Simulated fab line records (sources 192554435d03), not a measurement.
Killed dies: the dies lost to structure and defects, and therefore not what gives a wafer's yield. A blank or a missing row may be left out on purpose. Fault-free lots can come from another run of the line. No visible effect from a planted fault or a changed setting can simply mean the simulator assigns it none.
Split-lot trial :: flow n5-finfet :: 39 wafers read across 7 lots, on a route 1938 steps long

## THE SPLIT ITSELF
At N5_GATE_CUT_HM_DEP_46 (deposits SiO2 from TEOS/O2, target thk 130 nm, time 26.6 s), the setting time-s was moved away from the recipe's 26.6 s on 12 of the 39 wafers read, by -39.4% to +51.1%. For the rest of the wafers, this setting stayed at what the recipe calls for.

## FROM THE SPLIT TO THE READING: what the file shows between them, 9 steps
- N5_GATE_CUT_COAT_34: time 60 s, resist thk 60 nm
- N5_GATE_CUT_COAT_35: time 60 s, resist thk 10 nm
- N5_GATE_CUT_STRIP_38: strips in N2/H2
- N5_GATE_CUT_STRIP_39: strips in N2/H2
- N5_GATE_CUT_HM_OPEN_40: chemistry C4F6/O2, target SiO2, target depth 139 nm, time 85.1 s
- N5_GATE_CUT_STRIP_41: strips in CF4
- N5_GATE_CUT_STRIP_42: strips in O2
- N5_GATE_CUT_ALD_22: deposits SiNx, target thk 16 nm, pulse time 1 s, ald cycles 320
- N5_GATE_CUT_CMP_23: polishes, stops on SiO2, t overpolish 23.4 s, target thk 16 nm

## THE READING
GC_FILL_THK at N5_GATE_CUT_THK_MEAS_24, in nm. On this fab line, fault-free wafers typically give 219.8 nm with a standard deviation of 2 nm.

wafer: L074.1
tool, chamber at the split: pecvd-03, 2
time-s as run, s: 26.6
against the recipe: recipe
GC_FILL_THK, nm: 219.1
against lot-mates on the recipe: -

wafer: L074.4
tool, chamber at the split: pecvd-03, 1
time-s as run, s: 26.6
against the recipe: recipe
GC_FILL_THK, nm: 219.6
against lot-mates on the recipe: -

wafer: L074.6
tool, chamber at the split: pecvd-03, 2
time-s as run, s: 26.6
against the recipe: recipe
GC_FILL_THK, nm: 220.4
against lot-mates on the recipe: -

wafer: L076.1
tool, chamber at the split: pecvd-03, 2
time-s as run, s: 16.12
against the recipe: -39.4%
GC_FILL_THK, nm: 173.2
against lot-mates on the recipe: -49.7

wafer: L076.2
tool, chamber at the split: pecvd-03, 1
time-s as run, s: 26.6
against the recipe: recipe
GC_FILL_THK, nm: 221.8
against lot-mates on the recipe: -

wafer: L076.3
tool, chamber at the split: pecvd-03, 0
time-s as run, s: 16.12
against the recipe: -39.4%
GC_FILL_THK, nm: 171.3
against lot-mates on the recipe: -51.6

wafer: L076.4
tool, chamber at the split: pecvd-03, 0
time-s as run, s: 26.6
against the recipe: recipe
GC_FILL_THK, nm: 223.2
against lot-mates on the recipe: -

wafer: L076.5
tool, chamber at the split: pecvd-03, 1
time-s as run, s: 26.6
against the recipe: recipe
GC_FILL_THK, nm: 223.8
against lot-mates on the recipe: -

wafer: L076.6
tool, chamber at the split: pecvd-03, 2
time-s as run, s: 16.12
against the recipe: -39.4%
GC_FILL_THK, nm: 173.8
against lot-mates on the recipe: -49.1

wafer: L077.1
tool, chamber at the split: pecvd-04, 1
time-s as run, s: 26.6
against the recipe: recipe
GC_FILL_THK, nm: 217.5
against lot-mates on the recipe: -

wafer: L077.2
tool, chamber at the split: pecvd-04, 2
time-s as run, s: 26.6
against the recipe: recipe
GC_FILL_THK, nm: 218.7
against lot-mates on the recipe: -

wafer: L077.3
tool, chamber at the split: pecvd-04, 0
time-s as run, s: 26.6
against the recipe: recipe
GC_FILL_THK, nm: 218.9
against lot-mates on the recipe: -

wafer: L077.4
tool, chamber at the split: pecvd-04, 2
time-s as run, s: 39.45
against the recipe: +48.3%
GC_FILL_THK, nm: 280.6
against lot-mates on the recipe: +62.2

wafer: L077.5
tool, chamber at the split: pecvd-04, 0
time-s as run, s: 39.45
against the recipe: +48.3%
GC_FILL_THK, nm: 280.9
against lot-mates on the recipe: +62.5

wafer: L077.6
tool, chamber at the split: pecvd-04, 1
time-s as run, s: 39.45
against the recipe: +48.3%
GC_FILL_THK, nm: 280.5
against lot-mates on the recipe: +62.1

wafer: L091.1
tool, chamber at the split: pecvd-04, 2
time-s as run, s: 40.2
against the recipe: +51.1%
GC_FILL_THK, nm: 281.6
against lot-mates on the recipe: +62.1

wafer: L091.2
tool, chamber at the split: pecvd-04, 1
time-s as run, s: 40.2
against the recipe: +51.1%
GC_FILL_THK, nm: 279.3
against lot-mates on the recipe: +59.8

wafer: L091.3
tool, chamber at the split: pecvd-04, 0,1
time-s as run, s: 26.6
against the recipe: recipe
GC_FILL_THK, nm: 218.9
against lot-mates on the recipe: -

wafer: L091.4
tool, chamber at the split: pecvd-04, 0,1
time-s as run, s: 26.6
against the recipe: recipe
GC_FILL_THK, nm: 219.1
against lot-mates on the recipe: -

wafer: L091.5
tool, chamber at the split: pecvd-04, 2
time-s as run, s: 26.6
against the recipe: recipe
GC_FILL_THK, nm: 220.5
against lot-mates on the recipe: -

wafer: L091.6
tool, chamber at the split: pecvd-04, 0
time-s as run, s: 40.2
against the recipe: +51.1%
GC_FILL_THK, nm: 284.9
against lot-mates on the recipe: +65.4

wafer: L092.1
tool, chamber at the split: pecvd-04, 0
time-s as run, s: 26.6
against the recipe: recipe
GC_FILL_THK, nm: 222.2
against lot-mates on the recipe: -

wafer: L092.2
tool, chamber at the split: pecvd-04, 2
time-s as run, s: 26.6
against the recipe: recipe
GC_FILL_THK, nm: 221.1
against lot-mates on the recipe: -

wafer: L092.3
tool, chamber at the split: pecvd-04, 1
time-s as run, s: 26.6
against the recipe: recipe
GC_FILL_THK, nm: 221.7
against lot-mates on the recipe: -

wafer: L092.4
tool, chamber at the split: pecvd-04, 2
time-s as run, s: 26.6
against the recipe: recipe
GC_FILL_THK, nm: 222.9
against lot-mates on the recipe: -

wafer: L092.5
tool, chamber at the split: pecvd-04, 1
time-s as run, s: 26.6
against the recipe: recipe
GC_FILL_THK, nm: 222.5
against lot-mates on the recipe: -

wafer: L092.6
tool, chamber at the split: pecvd-04, 0
time-s as run, s: 26.6
against the recipe: recipe
GC_FILL_THK, nm: 224.1
against lot-mates on the recipe: -

wafer: L093.1
tool, chamber at the split: pecvd-01, 0
time-s as run, s: 26.6
against the recipe: recipe
GC_FILL_THK, nm: 217.8
against lot-mates on the recipe: -

wafer: L093.2
tool, chamber at the split: pecvd-01, 1
time-s as run, s: 26.6
against the recipe: recipe
GC_FILL_THK, nm: 217.1
against lot-mates on the recipe: -

wafer: L093.3
tool, chamber at the split: pecvd-01, 2
time-s as run, s: 26.6
against the recipe: recipe
GC_FILL_THK, nm: 220.0
against lot-mates on the recipe: -

wafer: L093.4
tool, chamber at the split: pecvd-01, 0
time-s as run, s: 26.6
against the recipe: recipe
GC_FILL_THK, nm: 221.1
against lot-mates on the recipe: -

wafer: L093.5
tool, chamber at the split: pecvd-01, 1
time-s as run, s: 26.6
against the recipe: recipe
GC_FILL_THK, nm: 220.0
against lot-mates on the recipe: -

wafer: L093.6
tool, chamber at the split: pecvd-01, 2
time-s as run, s: 26.6
against the recipe: recipe
GC_FILL_THK, nm: 219.5
against lot-mates on the recipe: -

wafer: L095.1
tool, chamber at the split: pecvd-04, 0
time-s as run, s: 26.6
against the recipe: recipe
GC_FILL_THK, nm: 220.1
against lot-mates on the recipe: -

wafer: L095.2
tool, chamber at the split: pecvd-04, 1
time-s as run, s: 26.6
against the recipe: recipe
GC_FILL_THK, nm: 218.1
against lot-mates on the recipe: -

wafer: L095.3
tool, chamber at the split: pecvd-04, 2
time-s as run, s: 35.7
against the recipe: +34.2%
GC_FILL_THK, nm: 262.4
against lot-mates on the recipe: +42.4

wafer: L095.4
tool, chamber at the split: pecvd-04, 0
time-s as run, s: 35.7
against the recipe: +34.2%
GC_FILL_THK, nm: 267.7
against lot-mates on the recipe: +47.7

wafer: L095.5
tool, chamber at the split: pecvd-04, 1
time-s as run, s: 26.6
against the recipe: recipe
GC_FILL_THK, nm: 221.9
against lot-mates on the recipe: -

wafer: L095.6
tool, chamber at the split: pecvd-04, 2
time-s as run, s: 35.7
against the recipe: +34.2%
GC_FILL_THK, nm: 266.6
against lot-mates on the recipe: +46.6
If several chambers appear in one row, that row covers several wafers at once and the file leaves open which wafer was in which chamber.

FIT RESULTS
A straight line over all 39 wafers: GC_FILL_THK changes by +1.23 nm for each +1% of time-s; r = +1.00; the points scatter about the line by 2.1 nm.
The same after taking each lot's own level away (the mean of its wafers on the recipe; 39 wafers): +1.27 nm for each +1%; r = +1.00; scatter 1.6 nm.
According to that fit, moving time-s by its largest amount changes the reading by 65 nm.
The span of the lots' own levels, 218.37 to 222.93 nm, comes to 2.3 times the standard deviation stated above.
Consequently the slope shifts little with the lot-to-lot level, the two slopes agreeing.
Check: +65.3 nm against its lot-mates is what the line predicts for one of the wafers moved furthest among these (+51.1%) when that wafer is left out of the fit. Against them it came out at +62.1 nm.

## FURTHER SPLITS ON THESE WAFERS
Note: prior to the reading, these wafers also went through further splits. Each is held against what the fit with the lots' levels taken away leaves over:
other split on the same wafers: N5_STI_FIN_REVEAL_ALD_00 target-thk-a
wafers away from the commonest value: 12
r with GC_FILL_THK (lot level and that fit taken away): +0.02

other split on the same wafers: N5_SD_EPI_P_EPI_21 time-s
wafers away from the commonest value: 15
r with GC_FILL_THK (lot level and that fit taken away): +0.11

## THE WHOLE CHAIN: every reading that the file lists as answering this split, in the file's order
step: N5_GATE_CUT_HM_DEP_46
what it does: deposits SiO2 from TEOS/O2, target thk 130 nm, time 26.6 s
reading: SiO2_of_GATE_CUT_HM_DEP_46.thk-nm (the simulator's own value, which no gauge read)
change (the file's fit): +1.27 nm for each +1% of the setting
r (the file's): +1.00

step: N5_GATE_CUT_HM_OPEN_40
what it does: chemistry C4F6/O2, target SiO2, target depth 139 nm, time 85.1 s
reading: etch-rf-on-time-s
change (the file's fit): withheld for each +1% of the setting
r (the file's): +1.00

step: N5_GATE_CUT_HM_OPEN_40
what it does: chemistry C4F6/O2, target SiO2, target depth 139 nm, time 85.1 s
reading: etch.depth-nm (the simulator's own value, which no gauge read)
change (the file's fit): +1.27 nm for each +1% of the setting
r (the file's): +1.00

step: N5_GATE_CUT_HM_OPEN_40
what it does: chemistry C4F6/O2, target SiO2, target depth 139 nm, time 85.1 s
reading: SOC_of_GATE_CUT_COAT_34.thk-nm (the simulator's own value, which no gauge read)
change (the file's fit): -0.267 nm for each +1% of the setting
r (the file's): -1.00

step: N5_GATE_CUT_THK_MEAS_24
what it does: 
reading: GC_FILL_THK
change (the file's fit): +1.27 for each +1% of the setting
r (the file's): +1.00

step: N5_GATE_CUT_CMP_43
what it does: polishes SiO2
reading: SiO2_of_GATE_CUT_HM_DEP_46.thk-nm (the simulator's own value, which no gauge read)
change (the file's fit): +0.0603 nm for each +1% of the setting
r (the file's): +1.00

## THE FILE'S OWN FIT
GC_FILL_THK changes by +1.27 nm for each +1% of time-s, r = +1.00.
